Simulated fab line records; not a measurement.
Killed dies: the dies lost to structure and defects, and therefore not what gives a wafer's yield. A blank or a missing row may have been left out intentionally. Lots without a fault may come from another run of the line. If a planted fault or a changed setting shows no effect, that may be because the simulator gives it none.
Which tool did it?	flow nand_harc	11 lots, 33 wafers sampled, at 3 steps of a route of 1302

## WHAT THE GAUGES SHOWED, per wafer
NHARC_P_GATE_CD_MEAS_26 targets a cd of 120 nm.
lot	measured	on	cd_nm (nm)
L823	day 6 06:11	cd_sem-03	119.2 119.7 118.9
L824	day 6 19:56	cd_sem-01	85.7 86.3 86.3
L825	day 7 04:31	cd_sem-03	119.9 119.3 119.0
L834	day 11 01:58	cd_sem-03	120.0 119.8 120.1
L835	day 11 13:25	cd_sem-03	119.8 120.0 120.2
L837	day 12 04:43	cd_sem-02	120.2 119.4 119.2
L838	day 12 11:30	cd_sem-01	120.4 120.1 119.8
L839	day 12 23:32	cd_sem-02	119.4 119.7 120.3
L840	day 13 04:35	cd_sem-01	119.0 119.6 119.4
L841	day 14 04:26	cd_sem-03	119.7 119.7 119.9
L843	day 14 11:17	cd_sem-03	120.6 120.3 120.2

## WHAT TOOL EACH LOT RAN ON (gives the tool, then ch and the chambers of the sampled wafers, and finally the start)
lot	NHARC_P_GATE_DESCUM_13	NHARC_P_GATE_EXPOSE_23
L823	rie_diel-05 ch 2,3, day 5 11:46	arfi_scanner-01 ch 0, day 6 06:03
L824	rie_diel-05 ch 0,1,2, day 6 00:56	arfi_scanner-02 ch 0, day 6 19:48
L825	rie_diel-05 ch 1,3, day 6 13:35	arfi_scanner-02 ch 0, day 7 04:23
L834	rie_diel-02 ch 0,1, day 10 10:18	arfi_scanner-01 ch 0, day 11 01:50
L835	rie_diel-06 ch 0,2,3, day 10 17:02	arfi_scanner-03 ch 0, day 11 13:17
L837	rie_diel-06 ch 0,1,2, day 11 08:20	arfi_scanner-03 ch 0, day 12 04:34
L838	rie_diel-02 ch 2,3, day 11 17:51	arfi_scanner-03 ch 0, day 12 11:22
L839	rie_diel-06 ch 1,2, day 12 09:07	arfi_scanner-02 ch 0, day 12 23:23
L840	rie_diel-05 ch 1,2,3, day 12 14:46	arfi_scanner-02 ch 0, day 13 04:26
L841	rie_diel-02 ch 1,2,3, day 13 08:10	arfi_scanner-02 ch 0, day 14 04:17
L843	rie_diel-05 ch 0,3, day 13 20:28	arfi_scanner-03 ch 0, day 14 11:09
- NHARC_P_GATE_DESCUM_13: chemistry O2, time 3 s.
- NHARC_P_GATE_EXPOSE_23: exposes mask P GATE, target cd 120 nm.

## THE ANSWER, worked out from the rows above alone
Rule: usual is defined by the lots themselves. Put in order of their means at a reading, lots are off if they are a third of the lots or fewer, leave a main group of 4 or more, and stand apart from it by a gap of 3 or more times the standard deviation of the main group's means; of several such gaps the widest counts. A main group whose means are all the same, to the digits that the tables above print for the reading, isn't used. Also off: a lot with no number at a reading for which 4 or more lots have one. Where the step has rows for the other lots, those lots are counted as sound.
Off: L824 (NHARC_P_GATE_CD_MEAS_26, cd_nm). The main group has a mean of 119.8 nm with a standard deviation of 0.34.
If a tool, at a process step before that reading, ran all the lots that are off and no sound lot after the first of them, it fits. Gauges at NHARC_P_GATE_CD_MEAS_26: tried the same way as those tools. Of those tried, none fits.

## WHAT THE SIMULATOR PUT IN
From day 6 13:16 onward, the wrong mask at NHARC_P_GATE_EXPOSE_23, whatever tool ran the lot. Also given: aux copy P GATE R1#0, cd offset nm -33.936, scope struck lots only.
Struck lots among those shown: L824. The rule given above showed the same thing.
